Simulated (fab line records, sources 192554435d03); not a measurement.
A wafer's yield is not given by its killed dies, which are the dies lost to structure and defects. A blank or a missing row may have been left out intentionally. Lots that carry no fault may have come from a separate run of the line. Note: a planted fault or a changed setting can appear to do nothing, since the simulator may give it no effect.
Which tool is to blame? | flow n5-finfet | 34 wafers from 12 lots sampled at 5 of the route's 1938 steps

WHAT THE GAUGES READ, wafer by wafer
The record holds no reading of a measuring or inspecting step that can be judged against a usual standard deviation.

WHICH TOOL RAN EACH LOT (tool, then ch and the chambers of the sampled wafers, then the start)
lot  | N5_GATE_CUT_CMP_61           | N5_MOL_CONTACT_COAG_ETCH_105      | N5_MOL_CONTACT_COAG_IMPLANT_129 | N5_MOL_CONTACT_COAG_PRE_CLEAN_141 | N5_PASSIVATION_PROBE_49
L456 | cmp-02 ch 0,1,2, day 4 18:13 | rie-diel-06 ch 0,1,3, day 4 18:53 | implanter-01 ch 0, day 4 19:20  | pvd-sputter-01, day 4 21:20       | -
L458 | cmp-03 ch 1,2,3, day 5 02:43 | rie-diel-05 ch 0,1,2, day 5 03:23 | implanter-01 ch 0, day 5 03:46  | pvd-sputter-02, day 5 06:04       | -
L460 | cmp-01 ch 1,2,3, day 5 13:25 | rie-diel-06 ch 0,1, day 5 14:17   | implanter-02 ch 0, day 5 14:41  | pvd-sputter-03, day 5 16:33       | -
L461 | cmp-02 ch 0,1,2, day 6 00:14 | rie-diel-06 ch 1,2,3, day 6 00:57 | implanter-02 ch 0, day 6 01:22  | pvd-sputter-03, day 6 03:26       | prober-02, day 14 03:52
L462 | cmp-02 ch 1,2,3, day 6 02:16 | rie-diel-05 ch 0,3, day 6 03:02   | implanter-02 ch 0, day 6 03:26  | pvd-sputter-03, day 6 05:23       | -
L469 | cmp-03 ch 0,2,3, day 8 00:37 | rie-diel-05 ch 0,1,3, day 8 01:19 | implanter-01 ch 0, day 8 01:41  | pvd-sputter-01, day 8 04:13       | prober-02, day 16 14:02
L471 | cmp-01 ch 0,2,3, day 8 08:41 | rie-diel-05 ch 1,2,3, day 8 09:20 | implanter-01 ch 0, day 8 09:48  | pvd-sputter-02, day 8 11:17       | prober-01, day 16 08:29
L472 | cmp-03 ch 1,2, day 8 15:50   | rie-diel-05 ch 1,2, day 8 16:29   | implanter-02 ch 0, day 8 16:52  | pvd-sputter-02, day 8 19:22       | -
L474 | cmp-03 ch 2,3, day 9 05:44   | rie-diel-01 ch 0,1, day 9 06:26   | implanter-02 ch 0, day 9 06:49  | pvd-sputter-02, day 9 08:38       | prober-01, day 17 00:46
L476 | cmp-03 ch 0,2,3, day 9 16:11 | rie-diel-06 ch 1,2, day 9 16:52   | implanter-02 ch 0, day 9 17:16  | pvd-sputter-02, day 9 20:40       | -
L479 | cmp-02 ch 0,1, day 10 12:40  | rie-diel-01 ch 0,2, day 10 13:32  | implanter-02 ch 0, day 10 14:11 | pvd-sputter-02, day 10 16:25      | -
L478 | cmp-01 ch 0,1, day 10 13:01  | rie-diel-05 ch 0,2, day 10 13:49  | implanter-02 ch 0, day 10 14:25 | pvd-sputter-01, day 10 16:30      | -
- N5_GATE_CUT_CMP_61: polishes, stops on SiNx, t overpolish 3 s.
- N5_MOL_CONTACT_COAG_ETCH_105: etches SiARC in CF4, target depth 15.6 nm, time 26 s.
- N5_MOL_CONTACT_COAG_IMPLANT_129
- N5_MOL_CONTACT_COAG_PRE_CLEAN_141: time 60 s.
- N5_PASSIVATION_PROBE_49

AS READ BY THE TOOLS THEMSELVES (means over the sampled wafers that have a number; for cases with no such wafer, the mark the record gives instead)
N5_GATE_CUT_CMP_61.
lot  | tool   | motor-current-A (A) | platen-rpm (rpm) | slurry-flow-ml-min
L456 | cmp-02 | 10.4                | 27.085           | 150.0
L458 | cmp-03 | 11.3                | 27.073           | 150.0
L460 | cmp-01 | 12.7                | 27.093           | 150.1
L461 | cmp-02 | 10.5                | 27.085           | 150.0
L462 | cmp-02 | 10.3                | 27.086           | 149.8
L469 | cmp-03 | 11.4                | 27.084           | 149.8
L471 | cmp-01 | 12.3                | 27.090           | 149.7
L472 | cmp-03 | 11.1                | 27.074           | 150.4
L474 | cmp-03 | 11.1                | 27.091           | 150.1
L476 | cmp-03 | 11.7                | 27.070           | 149.9
L479 | cmp-02 | 11.2                | 27.094           | 150.1
L478 | cmp-01 | 11.7                | 27.116           | 149.7

N5_MOL_CONTACT_COAG_ETCH_105.
lot  | tool        | bias-w (W) | drypump-motor-current-A (A) | etch-rf-on-time-s (s) | oes-product-au (a.u.) | rf-vpp-V (V) | showerhead-plenum-p-Torr (Torr) | throttle-valve-pct (%)
L456 | rie-diel-06 | 35.97      | 5.5                         | 26.1                  | 0.62                  | 184.3        | 2.14                            | 15.77
L458 | rie-diel-05 | 36.08      | 5.8                         | 25.9                  | 0.78                  | 183.8        | 2.12                            | 15.42
L460 | rie-diel-06 | 36.00      | 5.6                         | 26.4                  | 0.63                  | 184.2        | 2.12                            | 15.73
L461 | rie-diel-06 | 36.06      | 5.5                         | 26.2                  | 0.65                  | 185.3        | 2.17                            | 15.65
L462 | rie-diel-05 | 36.10      | 5.9                         | 25.5                  | 0.67                  | 185.0        | 2.18                            | 15.38
L469 | rie-diel-05 | 35.99      | 6.0                         | 25.6                  | 0.68                  | 184.2        | 2.14                            | 15.54
L471 | rie-diel-05 | 35.91      | 6.0                         | 25.5                  | 0.70                  | 184.3        | 2.12                            | 15.67
L472 | rie-diel-05 | 35.93      | 5.8                         | 25.5                  | 0.76                  | 183.5        | 2.08                            | 15.61
L474 | rie-diel-01 | 35.93      | 5.6                         | 25.3                  | 0.73                  | 184.0        | 2.16                            | 15.50
L476 | rie-diel-06 | 35.90      | 5.9                         | 26.4                  | 0.64                  | 183.8        | 2.11                            | 15.62
L479 | rie-diel-01 | 36.15      | 5.2                         | 25.6                  | 0.74                  | 185.1        | 2.16                            | 15.41
L478 | rie-diel-05 | 35.90      | 5.8                         | 25.8                  | 0.70                  | 184.3        | 2.12                            | 15.48

N5_MOL_CONTACT_COAG_IMPLANT_129.
lot  | tool         | beam-on-s (s) | dose-ions-cm2
L456 | implanter-01 | 38.3          | 6e+14
L458 | implanter-01 | 38.4          | 6e+14
L460 | implanter-02 | 43.0          | 6e+14
L461 | implanter-02 | 41.9          | 6e+14
L462 | implanter-02 | 42.5          | 6e+14
L469 | implanter-01 | 19.3          | 3e+14
L471 | implanter-01 | 19.6          | 3e+14
L472 | implanter-02 | 41.9          | 6e+14
L474 | implanter-02 | 42.2          | 6e+14
L476 | implanter-02 | 42.7          | 6e+14
L479 | implanter-02 | 42.4          | 6e+14
L478 | implanter-02 | 42.4          | 6e+14

N5_MOL_CONTACT_COAG_PRE_CLEAN_141.
lot  | tool           | heater-power-w (W)
L456 | pvd-sputter-01 | 443
L458 | pvd-sputter-02 | 411
L460 | pvd-sputter-03 | 444
L461 | pvd-sputter-03 | 461
L462 | pvd-sputter-03 | 431
L469 | pvd-sputter-01 | 439
L471 | pvd-sputter-02 | 418
L472 | pvd-sputter-02 | 412
L474 | pvd-sputter-02 | 418
L476 | pvd-sputter-02 | 409
L479 | pvd-sputter-02 | 406
L478 | pvd-sputter-01 | 477

N5_PASSIVATION_PROBE_49.
lot  | tool      | killed_at_M0_to_M3 | killed_at_M4_up | killed-at-contacts | killed-at-front-end | killed-at-other | killed-dies | killed-open | killed-short
L461 | prober-02 | 18                 | 20              | 17                 | 41                  | 1.0             | 97          | 67          | 27
L469 | prober-02 | 27                 | 9               | 12                 | 68                  | 7.0             | 123         | 83          | 39
L471 | prober-01 | 29                 | 15              | 10                 | 40                  | 7.3             | 101         | 71          | 31
L474 | prober-01 | 33                 | 11              | 11                 | 28                  | 3.3             | 86          | 53          | 30

THE ANSWER, worked out from the rows above alone
Rule: the usual values come from the lots themselves. Put in order of their means at a reading, lots are off if they are a third of the lots or fewer, leave a main group of 4 or more, and stand apart from it by a gap of 3 or more times the standard deviation of the main group's means; of several such gaps the widest counts. If all means in a main group match to the digits the tables above print for the reading, that group is not used. A lot without any number at a reading at which 4 lots or more have one is off too. Any other lot the step has rows for is counted as sound. Order of review: gauges by route order, followed by the tools' own readings, for which a lot's mean as printed above is used. At the first step where some lot is off, the reading lying furthest off is the one used; lots without a number count as furthest.
Off, at N5_MOL_CONTACT_COAG_IMPLANT_129 on beam-on-s: L469, L471. The main group: mean 41.6 s, standard deviation 1.6.
A tool fits if, at that step or a process step before it, it ran every lot that is off, and no sound lot after the first of them. One fits: N5_MOL_CONTACT_COAG_IMPLANT_129 on implanter-01. A fault onset in the window from L458 (day 5 03:46, its last sound lot) to L469 (day 8 01:41, its first lot off) fits.
The tool's own readings at N5_MOL_CONTACT_COAG_IMPLANT_129 bear it out: on the lots that are off they differ by more than 5 times the standard deviation of the sound lots' means. beam-on-s reads 19.5 s there against 41.6 s on the sound lots; dose-ions-cm2 reads 3e+14 there against 6e+14 on the sound lots.

WHAT THE SIMULATOR HAD PUT IN
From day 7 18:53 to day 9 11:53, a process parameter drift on implanter-01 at N5_MOL_CONTACT_COAG_IMPLANT_129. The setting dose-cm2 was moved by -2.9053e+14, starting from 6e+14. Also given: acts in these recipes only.
Lots struck among those shown: L469, L471. The same result came from the rule above.
